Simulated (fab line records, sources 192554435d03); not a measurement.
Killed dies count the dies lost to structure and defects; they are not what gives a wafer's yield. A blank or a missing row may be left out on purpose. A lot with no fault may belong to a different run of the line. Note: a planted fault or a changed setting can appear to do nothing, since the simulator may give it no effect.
Split-lot experiment / flow n5Finfet / 7 lots, 21 wafers read, on a route of 1938 steps

## ABOUT THE SPLIT
At N5_BEOL_M13_CMP_49 (polishes, stops on SiOC, t overpolish 17.1 s, target thk 420 nm), the setting downForcePsi was moved away from the recipe's 1 psi on 12 of the 21 wafers read, by -19.1% to +17.8%. The other wafers ran this setting at the recipe's value.

The reading is taken at the split's own step.

## THE READING
barrierFieldEndpointS, in s, at N5_BEOL_M13_CMP_49 (polishes, stops on SiOC, t overpolish 17.1 s, target thk 420 nm). A value of 30.5 s with a standard deviation of 0.79 s is what fault-free wafers of this fab line usually give.

wafer=L076.4; tool, chamber at the split=cmp-04, 3; downForcePsi as run, psi=1.109; against the recipe=+10.9%; barrierFieldEndpointS, s=27.4; against lot-mates on the recipe=-3.1
wafer=L076.2; tool, chamber at the split=cmp-04, 2; downForcePsi as run, psi=1.109; against the recipe=+10.9%; barrierFieldEndpointS, s=27.3; against lot-mates on the recipe=-3.2
wafer=L076.5; tool, chamber at the split=cmp-04, 0; downForcePsi as run, psi=1; against the recipe=recipe; barrierFieldEndpointS, s=30.5; against lot-mates on the recipe=-
wafer=L078.4; tool, chamber at the split=cmp-02, 3; downForcePsi as run, psi=0.9333; against the recipe=-6.7%; barrierFieldEndpointS, s=31.3; against lot-mates on the recipe=+1.5
wafer=L078.6; tool, chamber at the split=cmp-02, 0; downForcePsi as run, psi=0.9333; against the recipe=-6.7%; barrierFieldEndpointS, s=30.9; against lot-mates on the recipe=+1.1
wafer=L078.5; tool, chamber at the split=cmp-02, 1; downForcePsi as run, psi=1; against the recipe=recipe; barrierFieldEndpointS, s=29.8; against lot-mates on the recipe=-
wafer=L080.4; tool, chamber at the split=cmp-03, 1; downForcePsi as run, psi=0.8717; against the recipe=-12.8%; barrierFieldEndpointS, s=35.9; against lot-mates on the recipe=+4.0
wafer=L080.2; tool, chamber at the split=cmp-03, 2; downForcePsi as run, psi=1; against the recipe=recipe; barrierFieldEndpointS, s=31.9; against lot-mates on the recipe=-
wafer=L080.3; tool, chamber at the split=cmp-03, 0; downForcePsi as run, psi=0.8717; against the recipe=-12.8%; barrierFieldEndpointS, s=35.5; against lot-mates on the recipe=+3.6
wafer=L088.1; tool, chamber at the split=cmp-02, 2; downForcePsi as run, psi=1.089; against the recipe=+8.9%; barrierFieldEndpointS, s=28.2; against lot-mates on the recipe=-3.0
wafer=L088.4; tool, chamber at the split=cmp-02, 3; downForcePsi as run, psi=1.089; against the recipe=+8.9%; barrierFieldEndpointS, s=29.5; against lot-mates on the recipe=-1.7
wafer=L088.2; tool, chamber at the split=cmp-02, 1; downForcePsi as run, psi=1; against the recipe=recipe; barrierFieldEndpointS, s=31.2; against lot-mates on the recipe=-
wafer=L087.1; tool, chamber at the split=cmp-02, 3; downForcePsi as run, psi=0.8088; against the recipe=-19.1%; barrierFieldEndpointS, s=37.6; against lot-mates on the recipe=+7.1
wafer=L087.2; tool, chamber at the split=cmp-02, 1; downForcePsi as run, psi=1; against the recipe=recipe; barrierFieldEndpointS, s=30.5; against lot-mates on the recipe=-
wafer=L087.5; tool, chamber at the split=cmp-02, 2; downForcePsi as run, psi=0.8088; against the recipe=-19.1%; barrierFieldEndpointS, s=36.5; against lot-mates on the recipe=+6.0
wafer=L089.3; tool, chamber at the split=cmp-02, 2; downForcePsi as run, psi=1; against the recipe=recipe; barrierFieldEndpointS, s=30.7; against lot-mates on the recipe=-
wafer=L089.1; tool, chamber at the split=cmp-02, 0; downForcePsi as run, psi=1; against the recipe=recipe; barrierFieldEndpointS, s=30.1; against lot-mates on the recipe=-
wafer=L089.4; tool, chamber at the split=cmp-02, 1; downForcePsi as run, psi=1; against the recipe=recipe; barrierFieldEndpointS, s=31.0; against lot-mates on the recipe=-
wafer=L097.3; tool, chamber at the split=cmp-02, 2; downForcePsi as run, psi=1.178; against the recipe=+17.8%; barrierFieldEndpointS, s=24.5; against lot-mates on the recipe=-5.2
wafer=L097.1; tool, chamber at the split=cmp-02, 1; downForcePsi as run, psi=1.178; against the recipe=+17.8%; barrierFieldEndpointS, s=25.6; against lot-mates on the recipe=-4.1
wafer=L097.5; tool, chamber at the split=cmp-02, 3; downForcePsi as run, psi=1; against the recipe=recipe; barrierFieldEndpointS, s=29.7; against lot-mates on the recipe=-

THE FIT
A straight line over all 21 wafers: barrierFieldEndpointS changes by -0.314 s for each +1% of downForcePsi; r = -0.96; the points scatter about the line by 0.92 s.
The same after taking each lot's own level away (the mean of its wafers on the recipe; 21 wafers): -0.294 s for each +1%; r = -0.98; scatter 0.55 s.
The reading moves by 5.6 s for the largest change in downForcePsi, on that fit.
Measured against the standard deviation above, the lots' own levels, which go from 29.70 to 31.90 s, span 2.8 times it.
The two slopes agree, so the slope changes little with the lot-to-lot level.
Check: with one of the wafers moved furthest among these (-19.1%) left out of the fit, the line predicts +5.37 s for it against its lot-mates. Against them it came out at +7.1 s.
Tool readings at the split's step, against how far the setting was moved: barrierFieldEndpointS r = -0.96.

## THESE WAFERS: OTHER SPLITS
These wafers also went through other splits before the reading. Each is held against what the fit with the lots' levels taken away leaves over:
other split on the same wafers=N5_BEOL_M11_ETCH_41 timeS; wafers away from the commonest value=8; r with barrierFieldEndpointS (lot level and that fit taken away)=+0.05
other split on the same wafers=N5_BEOL_M12_DEP_53 timeS; wafers away from the commonest value=4; r with barrierFieldEndpointS (lot level and that fit taken away)=-0.32
other split on the same wafers=N5_BEOL_M13_COAT_04 spinRpm; wafers away from the commonest value=6; r with barrierFieldEndpointS (lot level and that fit taken away)=+0.23

## THE FILE'S OWN FIT
barrierFieldEndpointS changes by -0.296 s for each +1% of downForcePsi, r = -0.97.
